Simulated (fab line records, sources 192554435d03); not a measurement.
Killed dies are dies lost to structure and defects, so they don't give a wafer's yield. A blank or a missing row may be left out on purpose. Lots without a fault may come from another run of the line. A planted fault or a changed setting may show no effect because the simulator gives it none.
Chamber matching | flow n5_finfet | N5_BEOL_M2_STRIP_19 on rie_diel-04: 4 sister chambers
The step strips in O2. 8 wafers are shown with their chamber, then 11 later ones without.

WAFERS WITH THEIR CHAMBER
wafer  | chamber | drypump_motor_current_A (A) | throttle_valve_pct (%)
L085.1 | 1       | 6.0                         | 16.74
L085.5 | 3       | 6.3                         | 16.69
L086.5 | 1       | 6.0                         | 16.75
L086.6 | 0       | 5.4                         | 16.34
L087.2 | 3       | 6.3                         | 16.68
L087.4 | 2       | 5.4                         | 16.20
L087.6 | 0       | 5.4                         | 16.33
L088.1 | 2       | 5.3                         | 16.24

WAFERS WITHOUT THEIR CHAMBER
wafer  | drypump_motor_current_A (A) | throttle_valve_pct (%)
L088.3 | 5.4                         | 16.34
L088.5 | 5.4                         | 16.35
L093.1 | 6.3                         | 16.70
L093.2 | 6.0                         | 16.76
L093.5 | 6.0                         | 16.77
L096.1 | 5.4                         | 16.37
L096.2 | 5.3                         | 16.26
L096.3 | 6.3                         | 16.73
L096.4 | 6.0                         | 16.78
L096.5 | 6.3                         | 16.74
L096.6 | 5.3                         | 16.26

WHICH CHAMBER EACH WENT THROUGH
wafer  | from the rows above | in truth
L088.3 | 0                   | 0
L088.5 | 0                   | 0
L093.1 | 3                   | 3
L093.2 | 1                   | 1
L093.5 | 1                   | 1
L096.1 | 0                   | 0
L096.2 | 2                   | 2
L096.3 | 3                   | 3
L096.4 | 1                   | 1
L096.5 | 3                   | 3
L096.6 | 2                   | 2
Placed correctly: 11 of 11. Can't be placed from these rows: 0. Placed wrongly: 0.
How it was worked out, from the rows above alone: a wafer's distance from a chamber is the root of the sum, over the readings, of the square of ((its reading less the chamber's mean) divided by the reading's scatter). The wafer belongs to the nearest chamber; if the next one is less than 2 further off, it can't be placed. A chamber's mean is the mean of its shown wafers. The scatter: the root of (the sum of the squares of (reading less its chamber's mean) over the shown wafers, divided by (wafers less chambers)).
